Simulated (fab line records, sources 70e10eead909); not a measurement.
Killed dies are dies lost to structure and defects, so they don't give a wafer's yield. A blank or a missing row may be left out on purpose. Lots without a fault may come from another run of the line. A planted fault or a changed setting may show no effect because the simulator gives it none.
Which tool did it? | flow nand_harc | 24 lots, 72 wafers sampled, at 5 steps of a route of 1159

WHAT THE GAUGES READ, wafer by wafer
NHARC_P_CONTACT_OVL_MEAS_13.
lot  | measured     | on         | overlay_x_nm (nm) | overlay_y_nm (nm)
L075 | day 5 13:50  | overlay-01 | -1.8 -1.3 -1.3    | -0.7 -0.5 -0.6
L074 | day 5 15:29  | overlay-02 | 0.6 0.3 1.1       | 1.1 0.3 0.7
L077 | day 6 08:16  | overlay-02 | -0.7 -1.1 -0.8    | -0.1 0.3 -0.5
L078 | day 6 10:19  | overlay-02 | 0.8 0.8 1.2       | 0.5 -0.1 0.1
L076 | day 6 14:34  | overlay-01 | 0.7 0.7 0.7       | -0.1 -0.2 0.0
L080 | day 6 19:41  | overlay-01 | -1.3 -1.3 -1.5    | -0.2 -0.3 -0.3
L079 | day 6 20:49  | overlay-01 | 2.3 2.6 2.0       | 1.9 1.8 1.9
L081 | day 7 11:59  | overlay-02 | -0.3 0.1 0.5      | -0.9 -0.7 -1.1
L082 | day 7 14:13  | overlay-02 | -1.1 -1.6 -1.6    | 0.5 0.6 1.2
L083 | day 7 15:24  | overlay-01 | 0.3 -0.4 0.0      | -0.2 0.0 -0.1
L085 | day 8 01:25  | overlay-01 | 0.1 0.1 -0.1      | -0.4 -1.1 -0.9
L084 | day 8 01:35  | overlay-02 | -0.1 -0.1 0.1     | -0.1 -0.5 -0.6
L087 | day 8 17:33  | overlay-01 | -0.2 0.0 -0.3     | -0.6 -0.4 -0.7
L086 | day 8 19:53  | overlay-02 | 0.9 1.5 1.5       | 0.2 0.7 0.6
L088 | day 9 06:39  | overlay-01 | -2.3 -2.2 -2.6    | 0.0 0.0 0.0
L089 | day 9 13:02  | overlay-02 | -0.5 -0.1 -0.4    | 0.7 -0.1 0.5
L090 | day 9 13:48  | overlay-02 | -0.2 0.5 0.5      | 1.4 2.0 1.3
L091 | day 9 20:35  | overlay-02 | 0.4 0.6 0.1       | 1.0 0.7 1.4
L093 | day 10 01:41 | overlay-01 | -0.6 -1.2 -0.9    | 0.3 -0.8 -0.4
L092 | day 10 02:01 | overlay-01 | 0.5 0.4 0.6       | 0.4 1.2 0.9
L094 | day 10 16:43 | overlay-02 | -0.2 0.2 1.0      | -0.8 -0.8 -0.7
L095 | day 10 17:23 | overlay-02 | 0.5 0.0 0.5       | 0.2 0.4 0.3
L096 | day 10 23:37 | overlay-01 | -0.6 -0.3 0.0     | -0.9 -1.7 -1.3
L097 | day 11 08:50 | overlay-02 | 0.0 -0.2 -0.6     | 1.6 1.2 1.0

NHARC_P_M0_CD_MEAS_09: target cd 90 nm.
lot  | measured     | on        | cd_nm (nm)
L075 | day 5 23:24  | cd_sem-02 | 90.5 90.2 89.9
L074 | day 6 00:01  | cd_sem-03 | 90.5 89.8 90.4
L077 | day 6 12:29  | cd_sem-02 | 90.3 90.2 89.6
L078 | day 6 17:37  | cd_sem-01 | 89.7 89.6 90.6
L076 | day 6 21:16  | cd_sem-03 | 89.4 89.3 89.6
L080 | day 7 00:13  | cd_sem-02 | 89.5 90.1 89.6
L079 | day 7 01:01  | cd_sem-03 | 90.0 90.4 89.6
L081 | day 7 17:41  | cd_sem-03 | 89.5 90.3 90.4
L082 | day 7 18:59  | cd_sem-01 | 90.3 90.9 90.0
L083 | day 7 19:32  | cd_sem-02 | 89.8 90.3 90.2
L085 | day 8 08:46  | cd_sem-02 | 89.8 90.1 90.4
L084 | day 8 09:19  | cd_sem-02 | 90.6 89.6 91.0
L087 | day 9 02:47  | cd_sem-02 | 90.0 90.1 89.0
L086 | day 9 03:46  | cd_sem-01 | 89.5 89.4 90.0
L088 | day 9 21:31  | cd_sem-03 | 90.6 90.7 90.4
L089 | day 9 22:26  | cd_sem-01 | 89.5 90.0 89.6
L090 | day 9 22:56  | cd_sem-01 | 90.6 89.9 90.3
L091 | day 10 05:22 | cd_sem-03 | 90.3 90.7 90.1
L093 | day 10 05:47 | cd_sem-02 | 90.8 90.6 90.0
L092 | day 10 06:06 | cd_sem-03 | 91.1 90.9 91.6
L094 | day 10 20:41 | cd_sem-03 | 89.9 90.6 90.7
L095 | day 10 23:11 | cd_sem-01 | 89.2 89.1 89.6
L096 | day 11 07:16 | cd_sem-02 | 90.3 89.8 90.2
L097 | day 11 15:14 | cd_sem-03 | 89.4 89.1 89.5

NHARC_A_START_INSPECT_01.
lot  | measured     | on                | raw_defect_count
L075 | day 6 15:32  | defect_inspect-02 | 4 0 0
L074 | day 6 16:12  | defect_inspect-02 | 2 5 5
L077 | day 7 04:49  | defect_inspect-01 | 3 4 3
L078 | day 7 09:53  | defect_inspect-01 | 5 8 2
L076 | day 7 13:20  | defect_inspect-02 | 3 2 2
L080 | day 7 16:23  | defect_inspect-02 | 3 3 1
L079 | day 7 17:15  | defect_inspect-02 | 4 0 4
L081 | day 8 10:01  | defect_inspect-02 | 7 2 5
L082 | day 8 10:53  | defect_inspect-01 | 5 1 1
L083 | day 8 11:37  | defect_inspect-01 | 4 2 0
L085 | day 9 01:23  | defect_inspect-01 | 4 5 2
L084 | day 9 01:57  | defect_inspect-01 | 3 5 3
L087 | day 9 19:24  | defect_inspect-01 | 1 2 1
L086 | day 9 20:01  | defect_inspect-02 | 2 1 2
L088 | day 10 14:05 | defect_inspect-02 | 4 3 4
L089 | day 10 14:44 | defect_inspect-02 | 5 3 5
L090 | day 10 15:19 | defect_inspect-01 | 3 2 2
L091 | day 10 21:27 | defect_inspect-01 | 4 5 3
L093 | day 10 21:57 | defect_inspect-02 | 5 3 4
L092 | day 10 22:28 | defect_inspect-01 | 4 4 3
L094 | day 11 12:58 | defect_inspect-01 | 3 5 3
L095 | day 11 15:49 | defect_inspect-01 | 5 6 1
L096 | day 11 23:53 | defect_inspect-01 | 2 5 3
L097 | day 12 07:59 | defect_inspect-02 | 3 3 5

WHICH TOOL RAN EACH LOT (tool, then ch and the chambers of the sampled wafers, then the start)
lot  | NHARC_P_M1_CMP_23             | NHARC_P_M2_DESCUM_14
L075 | cmp-02 ch 0,1,2, day 6 05:51  | rie_diel-04 ch 0,3, day 6 07:53
L074 | cmp-03 ch 1,2,3, day 6 06:25  | rie_diel-04 ch 1,3, day 6 08:30
L077 | cmp-01 ch 1,2,3, day 6 19:16  | rie_diel-04 ch 0,3, day 6 21:06
L078 | cmp-03 ch 0,2,3, day 6 23:56  | rie_diel-04 ch 1,2,3, day 7 01:59
L076 | cmp-01 ch 2,3, day 7 03:29    | rie_diel-11 ch 0,1, day 7 05:34
L080 | cmp-03 ch 0,1, day 7 06:36    | rie_diel-04 ch 0,1,3, day 7 08:38
L079 | cmp-01 ch 0,1, day 7 07:25    | rie_diel-11 ch 0,1, day 7 09:26
L081 | cmp-03 ch 1,2,3, day 8 00:06  | rie_diel-04 ch 0,2, day 8 01:59
L082 | cmp-03 ch 0,1,2, day 8 01:25  | rie_diel-04 ch 2,3, day 8 03:23
L083 | cmp-01 ch 0,3, day 8 01:54    | rie_diel-04 ch 0,2, day 8 03:57
L085 | cmp-03 ch 1,2, day 8 15:41    | rie_diel-11 ch 0,2, day 8 17:43
L084 | cmp-01 ch 0,1,2, day 8 16:11  | rie_diel-11 ch 0,2,3, day 8 18:15
L087 | cmp-03 ch 1,2, day 9 09:08    | rie_diel-04 ch 0,1, day 9 11:21
L086 | cmp-02 ch 2,3, day 9 10:07    | rie_diel-04 ch 2,3, day 9 12:17
L088 | cmp-01 ch 1,2, day 10 03:53   | rie_diel-11 ch 0,1, day 10 05:55
L089 | cmp-03 ch 0,3, day 10 04:50   | rie_diel-04 ch 0,2,3, day 10 06:53
L090 | cmp-01 ch 0,2,3, day 10 05:26 | rie_diel-06 ch 0,1,3, day 10 07:26
L091 | cmp-01 ch 0,1,2, day 10 11:49 | rie_diel-04 ch 1,2,3, day 10 13:50
L093 | cmp-03 ch 0,2,3, day 10 12:13 | rie_diel-04 ch 0,1,2, day 10 14:12
L092 | cmp-03 ch 0,2, day 10 12:27   | rie_diel-11 ch 1,2,3, day 10 14:24
L094 | cmp-03 ch 0,1,3, day 11 03:12 | rie_diel-04 ch 0,1,3, day 11 05:17
L095 | cmp-03 ch 1,2,3, day 11 05:32 | rie_diel-04 ch 1,3, day 11 08:04
L096 | cmp-01 ch 0,1, day 11 13:41   | rie_diel-04 ch 0,2, day 11 15:43
L097 | cmp-02 ch 2,3, day 11 21:56   | rie_diel-06 ch 0,1,3, day 12 00:08
- NHARC_P_M1_CMP_23: polishes, t overpolish 20 s, target thk 157.82 nm.
- NHARC_P_M2_DESCUM_14: chemistry O2, time 3 s.

WHAT THE TOOLS THEMSELVES READ (means of the sampled wafers that have a number; where no wafer has one, the mark that the record gives instead)
NHARC_P_M1_CMP_23.
lot  | tool   | motor_current_A (A) | pad_life_wafers | time_to_endpoint_s (s)
L075 | cmp-02 | 12.1                | 506             | 24.1
L074 | cmp-03 | 12.7                | 517             | 27.6
L077 | cmp-01 | 12.9                | 327             | 29.7
L078 | cmp-03 | 12.4                | 68              | 31.1
L076 | cmp-01 | 13.2                | 366             | 31.0
L080 | cmp-03 | 12.1                | 122             | 30.5
L079 | cmp-01 | 11.7                | 398             | 27.4
L081 | cmp-03 | 12.4                | 224             | 28.4
L082 | cmp-03 | 12.5                | 231             | 28.4
L083 | cmp-01 | 11.7                | 506             | 24.9
L085 | cmp-03 | 12.6                | 306             | 28.7
L084 | cmp-01 | 12.7                | 2               | 26.7
L087 | cmp-03 | 12.7                | 361             | 29.5
L086 | cmp-02 | 11.4                | 402             | 28.9
L088 | cmp-01 | 12.3                | 176             | 27.3
L089 | cmp-03 | 11.9                | 452             | 26.5
L090 | cmp-01 | 12.0                | 188             | 28.9
L091 | cmp-01 | 12.1                | 242             | 28.0
L093 | cmp-03 | 12.1                | 507             | 26.9
L092 | cmp-03 | 12.4                | 511             | 28.6
L094 | cmp-03 | 12.0                | 74              | 27.4
L095 | cmp-03 | 12.8                | 86              | 30.8
L096 | cmp-01 | 11.5                | 398             | 25.1
L097 | cmp-02 | 10.9                | 223             | 26.9

NHARC_P_M2_DESCUM_14.
lot  | tool        | chamber_pressure_mTorr (mTorr) | drypump_motor_current_A (A) | oes_product_au (a.u.) | rf_vpp_V (V) | showerhead_plenum_p_Torr (Torr) | throttle_valve_pct (%)
L075 | rie_diel-04 | 60.03                          | 6.1                         | 1.022                 | 57.9         | 1.85                            | 11.313
L074 | rie_diel-04 | 60.00                          | 5.7                         | 0.995                 | 58.1         | 1.89                            | 11.315
L077 | rie_diel-04 | 60.07                          | 6.2                         | 1.008                 | 58.1         | 1.84                            | 11.309
L078 | rie_diel-04 | 60.00                          | 5.7                         | 0.996                 | 57.1         | 1.85                            | 11.298
L076 | rie_diel-11 | 60.02                          | 5.5                         | 1.006                 | 57.0         | 1.94                            | 11.303
L080 | rie_diel-04 | 59.98                          | 6.0                         | 1.004                 | 57.1         | 1.86                            | 11.316
L079 | rie_diel-11 | 59.97                          | 5.3                         | 1.009                 | 58.2         | 1.87                            | 11.304
L081 | rie_diel-04 | 60.05                          | 5.7                         | 0.991                 | 57.4         | 1.80                            | 11.315
L082 | rie_diel-04 | 59.96                          | 5.6                         | 1.007                 | 57.1         | 1.81                            | 11.305
L083 | rie_diel-04 | 59.92                          | 5.8                         | 0.988                 | 57.1         | 1.80                            | 11.317
L085 | rie_diel-11 | 60.01                          | 5.2                         | 1.013                 | 57.6         | 1.87                            | 11.305
L084 | rie_diel-11 | 59.96                          | 5.4                         | 1.007                 | 57.3         | 1.95                            | 11.312
L087 | rie_diel-04 | 60.04                          | 5.8                         | 0.995                 | 57.4         | 1.88                            | 11.300
L086 | rie_diel-04 | 60.01                          | 5.8                         | 1.011                 | 57.3         | 1.83                            | 11.310
L088 | rie_diel-11 | 60.00                          | 5.3                         | 1.004                 | 57.2         | 1.87                            | 11.316
L089 | rie_diel-04 | 59.94                          | 5.9                         | 1.001                 | 57.2         | 1.82                            | 11.316
L090 | rie_diel-06 | 59.99                          | 5.9                         | 0.996                 | 58.0         | 1.87                            | 11.314
L091 | rie_diel-04 | 60.01                          | 5.7                         | 0.999                 | 57.3         | 1.85                            | 11.314
L093 | rie_diel-04 | 60.02                          | 5.8                         | 0.989                 | 57.0         | 1.84                            | 11.308
L092 | rie_diel-11 | 60.05                          | 5.6                         | 1.006                 | 57.0         | 2.02                            | 11.314
L094 | rie_diel-04 | 59.98                          | 6.0                         | 1.002                 | 58.7         | 1.86                            | 11.315
L095 | rie_diel-04 | 60.01                          | 5.9                         | 1.004                 | 57.4         | 1.87                            | 11.320
L096 | rie_diel-04 | 60.04                          | 6.0                         | 0.997                 | 57.8         | 1.81                            | 11.305
L097 | rie_diel-06 | 60.00                          | 5.9                         | 0.992                 | 57.7         | 1.86                            | 11.315

THE ANSWER, worked out from the rows above alone
Rule: what is usual is taken from the lots themselves. Put in order of their means at a reading, lots are off if they are a third of the lots or fewer, leave a main group of 4 or more, and stand apart from it by a gap of 3 or more times the standard deviation of the main group's means; of several such gaps the widest counts. A main group whose means are all the same, to the digits that the tables above print for the reading, isn't used. A lot without any number at a reading at which 4 lots or more have one is off too. The other lots that the step has rows for count as sound. The gauges are gone through in route order, then the tools' own readings, and for those a lot's mean is taken as printed above. The first step at which some lot is off is used, and at that step the reading that is off furthest; a lot without a number counts as furthest.
No lot is off at any reading shown: from this, nothing can be told.

WHAT THE SIMULATOR HAD PUT IN
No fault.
